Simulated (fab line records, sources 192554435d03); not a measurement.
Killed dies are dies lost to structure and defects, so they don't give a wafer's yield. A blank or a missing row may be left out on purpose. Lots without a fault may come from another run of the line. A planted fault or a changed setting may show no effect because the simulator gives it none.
A struck lot beside a sound one | flow n5_finfet | 26 steps out of a route of 1938
Sound: wafers L482.1, L482.2, L482.5. Struck: wafers L493.1, L493.3, L493.4. The cause comes at the end.
At each step with rows: each side's tool, then ch and its chambers, then its first start. Under that, the readings that differ: sound wafers | struck wafers | difference of the means | sigmas: that difference in standard deviations of wafers without a fault.
alike: readings whose means differ by less than 2 such deviations, and words and numbers that are the same on both sides. not compared: withheld readings, readings that some wafer has no value for, bounds like >300 that may hide the same value, and numbers for which the record gives no deviation and whose values overlap.
The two part at a step that has a row with sigmas, a row that says differs or no value, or rows on one side only. Numbers that don't overlap but have no deviation are shown without sigmas and don't part them. A reading that every wafer of one side lacks parts them only if that side has two wafers or more.

first, 1 step without rows for these wafers: N5_BEOL_M5_DESCUM_16 (chemistry O2, time 7 s).
N5_BEOL_M5_ETCH_72: etches underlayer in N2/H2, target depth 6.5 nm, time 5.2 s.
  sound on rie_diel-01 ch 2,3, day 9 14:44; struck on rie_diel-01 ch 0,1,2, day 12 09:27
  alike: drypump_motor_current_A, etch_rf_on_time_s, oes_product_au, rf_vpp_V, showerhead_plenum_p_Torr, throttle_valve_pct
  not compared: rf_hours_counter_h
N5_BEOL_M5_ETCH_61: etches SiARC in CF4, target depth 15.6 nm, time 26 s.
  sound on rie_diel-01 ch 2,3, day 9 14:46; struck on rie_diel-01 ch 0,1,2, day 12 09:28
  alike: drypump_motor_current_A, etch_rf_on_time_s, oes_product_au, rf_vpp_V, showerhead_plenum_p_Torr, throttle_valve_pct
  not compared: rf_hours_counter_h
N5_BEOL_M5_ETCH_62: etches SOC in N2/H2, target depth 75 nm, overetch 15 nm, time 112.5 s.
  sound on rie_diel-01 ch 2,3, day 9 14:47; struck on rie_diel-01 ch 0,1,2, day 12 09:30
  alike: drypump_motor_current_A, oes_product_au, rf_vpp_V, showerhead_plenum_p_Torr, throttle_valve_pct
  not compared: rf_hours_counter_h
then, 2 steps without rows for these wafers: N5_BEOL_M5_STRIP_63 (strips in N2/H2); N5_BEOL_M5_STRIP_73 (strips in N2/H2).
N5_BEOL_M5_STRIP_64: strips in CF4.
  sound on rie_diel-01 ch 2,3, day 9 14:55; struck on rie_diel-01 ch 0,1,2, day 12 09:38
  alike: bias_power_w, drypump_motor_current_A, oes_product_au, rf_vpp_V, showerhead_plenum_p_Torr, throttle_valve_pct
  not compared: rf_hours_counter_h
then, 2 steps without rows for these wafers: N5_BEOL_M5_HM_OPEN_17 (chemistry Cl2/BCl3, target TiN, target depth 20 nm, overetch 6 nm); N5_BEOL_M5_STRIP_19 (strips in O2).
N5_BEOL_M5_CD_MEAS_18: pitch 56 nm, target cd 28 nm.
  sound on cd_sem-01, day 9 15:08; struck on cd_sem-02, day 12 09:51
  alike: cd_nm
then, 2 steps without rows for these wafers: N5_BEOL_M5_COAT_65 (time 60 s, resist thk 60 nm); N5_BEOL_M5_COAT_66 (time 60 s, resist thk 12 nm).
N5_BEOL_M5_COAT_74: time 60 s, resist thk 5 nm.
  sound on litho_track-02 ch 0, day 9 16:16; struck on litho_track-02 ch 0, day 12 12:29
  reading              | sound                | struck               | difference | sigmas
  spin_speed_rpm (rpm) | 1500.7 1501.2 1499.4 | 1606.5 1605.0 1604.4 | +104.9     | +99 or more
  alike: chill_plate_temp_C
then, 6 steps without rows for these wafers: N5_BEOL_M5_COAT_22 (resist thk 30 nm); N5_BEOL_M5_EBR_24; N5_BEOL_M5_SOFTBAKE_23 (time 60 s); N5_BEOL_M5_EXPOSE_25 (exposes mask V4, defocus 10 nm); N5_BEOL_M5_PEB_26 (peb time 60 s); N5_BEOL_M5_DEVELOP_27 (develop time 30 s).
N5_BEOL_M5_CD_MEAS_28: target cd 30.6 nm, target cd y 20 nm.
  sound on cd_sem-03 ch 0, day 9 16:39; struck on cd_sem-02 ch 0, day 12 12:52
  alike: cd_nm
N5_BEOL_M5_OVL_MEAS_29:
  sound on overlay-01 ch 0, day 9 16:41; struck on overlay-01 ch 0, day 12 12:54
  alike: V4_OVL
N5_BEOL_M5_INSPECT_30: inspects for defects (brightfield).
  sound on defect_inspect-02, day 9 16:44; struck on defect_inspect-01, day 12 12:58
  reading          | sound       | struck      | difference | sigmas
  raw_defect_count | 485 535 595 | 336 233 266 | -260       | -3
N5_BEOL_M5_DESCUM_33: chemistry O2, time 7 s.
  sound on rie_diel-04 ch 1,2,3, day 9 16:47; struck on rie_diel-04 ch 0,1,3, day 12 13:00
  alike: bias_power_w, drypump_motor_current_A, o2_flow_sccm, oes_product_au, rf_vpp_V, showerhead_plenum_p_Torr, throttle_valve_pct
  not compared: rf_hours_counter_h
N5_BEOL_M5_ETCH_75: etches underlayer in N2/H2, target depth 6.5 nm, time 5.2 s.
  sound on rie_diel-04 ch 1,2,3, day 9 16:49; struck on rie_diel-04 ch 0,1,3, day 12 13:02
  reading                  | sound             | struck            | difference | sigmas
  etch_rf_on_time_s (s)    | 5.28 5.13 5.12    | 4.97 4.98 4.80    | -0.26      | -3
  model.etch.depth_nm (nm) | 5.016 5.007 5.002 | 4.831 4.819 4.827 | -0.183     |
  alike: drypump_motor_current_A, oes_product_au, rf_vpp_V, showerhead_plenum_p_Torr, throttle_valve_pct
  not compared: rf_hours_counter_h
then, 1 step without rows for these wafers: N5_BEOL_M5_ETCH_67 (etches SiARC in CF4, target depth 15.6 nm, time 26 s).
-- the record jumps here: 4 days lie between the struck wafers' starts before and after (it left off in module BEOL_M5 and takes up again in module PASSIVATION, whose first step shown is number 1936 of the route) --
N5_PASSIVATION_PROBE_49:
  sound on prober-01, day 13 09:23; struck on prober-02, day 16 19:05
  alike: defect_limited_yield, killed_at_M0_to_M3, killed_at_M4_up, killed_at_contacts, killed_at_front_end, killed_at_other, killed_dies, killed_open, killed_short, sort_bin_4_leakage, sort_bin_5_function, sort_bin_6_memory, sort_bin_8_speed, sort_n_pass, sort_yield_pct

WHERE THEY PART
First at N5_BEOL_M5_COAT_74; last, within this record, at N5_BEOL_M5_ETCH_75. Later steps at which nothing parts them and some readings are alike: N5_PASSIVATION_PROBE_49.

WHY: what the simulator had put in
Process parameter drift: litho_track-02, from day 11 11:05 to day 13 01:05, at N5_BEOL_M5_COAT_74. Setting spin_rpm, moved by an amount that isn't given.
